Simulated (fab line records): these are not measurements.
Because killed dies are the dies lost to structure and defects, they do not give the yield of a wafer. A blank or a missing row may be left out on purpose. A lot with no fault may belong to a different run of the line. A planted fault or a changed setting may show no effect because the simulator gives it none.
Matching of chambers || flow nand harc || 4 sister chambers for NHARC_A_CONTACT_ALD_18 on ald metal-01
The step deposits TiN, target thk 3 nm, pulse time 1 s, ald cycles 150. 14 wafers are shown with their chamber, then 7 later ones without.

## WAFERS PAIRED WITH THEIR CHAMBERS
{"wafer": "L080.1", "chamber": 3, "heater power w (W)": 972, "precursor pulse height rel": 1.001}
{"wafer": "L080.4", "chamber": 0, "heater power w (W)": 973, "precursor pulse height rel": 1.026}
{"wafer": "L080.6", "chamber": 1, "heater power w (W)": 980, "precursor pulse height rel": 0.994}
{"wafer": "L080.2", "chamber": 2, "heater power w (W)": 1019, "precursor pulse height rel": 1.043}
{"wafer": "L080.3", "chamber": 1, "heater power w (W)": 968, "precursor pulse height rel": 0.979}
{"wafer": "L080.5", "chamber": 0, "heater power w (W)": 946, "precursor pulse height rel": 0.979}
{"wafer": "L082.2", "chamber": 1, "heater power w (W)": 960, "precursor pulse height rel": 0.981}
{"wafer": "L082.3", "chamber": 3, "heater power w (W)": 955, "precursor pulse height rel": 1.006}
{"wafer": "L082.4", "chamber": 2, "heater power w (W)": 1044, "precursor pulse height rel": 1.013}
{"wafer": "L088.1", "chamber": 1, "heater power w (W)": 979, "precursor pulse height rel": 1.040}
{"wafer": "L088.2", "chamber": 2, "heater power w (W)": 1062, "precursor pulse height rel": 0.982}
{"wafer": "L088.4", "chamber": 3, "heater power w (W)": 966, "precursor pulse height rel": 1.024}
{"wafer": "L088.3", "chamber": 0, "heater power w (W)": 967, "precursor pulse height rel": 1.001}
{"wafer": "L088.5", "chamber": 3, "heater power w (W)": 962, "precursor pulse height rel": 1.027}

SIGNATURES (averages over the wafers above)
{"reading": "heater power w", "chamber 0": 962.00, "chamber 1": 971.75, "chamber 2": 1041.67, "chamber 3": 963.75, "scatter within a chamber": 13.3}
{"reading": "precursor pulse height rel", "chamber 0": 1.00200, "chamber 1": 0.99850, "chamber 2": 1.01267, "chamber 3": 1.01450, "scatter within a chamber": 0.0243}
Rule: distance of a wafer from a chamber = root of the sum over the readings of ((wafer's reading minus chamber's mean) / reading's scatter) squared. The wafer belongs to the nearest chamber; if the next one is less than 2 further off, it can't be placed. The scatter: take each reading less its chamber's mean, square it, sum over the shown wafers, divide by the number of wafers less the number of chambers, and take the root.

## WAFERS MISSING THEIR CHAMBER
{"wafer": "L088.6", "heater power w (W)": 1015, "precursor pulse height rel": 1.013}
{"wafer": "L089.3", "heater power w (W)": 973, "precursor pulse height rel": 0.991}
{"wafer": "L089.4", "heater power w (W)": 1024, "precursor pulse height rel": 0.977}
{"wafer": "L089.6", "heater power w (W)": 996, "precursor pulse height rel": 1.020}
{"wafer": "L092.4", "heater power w (W)": 1022, "precursor pulse height rel": 1.009}
{"wafer": "L092.5", "heater power w (W)": 963, "precursor pulse height rel": 0.988}
{"wafer": "L092.6", "heater power w (W)": 983, "precursor pulse height rel": 1.005}

## CHAMBER TAKEN BY EACH
{"wafer": "L088.6", "from the rows above": "can't be placed: 2 or 1 or 3", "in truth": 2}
{"wafer": "L089.3", "from the rows above": "can't be placed: 1 or 0 or 3", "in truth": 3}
{"wafer": "L089.4", "from the rows above": 2, "in truth": 2}
{"wafer": "L089.6", "from the rows above": "can't be placed: 1 or 3 or 0 or 2", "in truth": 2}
{"wafer": "L092.4", "from the rows above": 2, "in truth": 2}
{"wafer": "L092.5", "from the rows above": "can't be placed: 0 or 1 or 3", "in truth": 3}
{"wafer": "L092.6", "from the rows above": "can't be placed: 1 or 3 or 0", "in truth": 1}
Correct placement for 2 of the 7. Not placeable from these rows: 5 (in 5, the candidates include the true chamber). 0 placed wrongly.
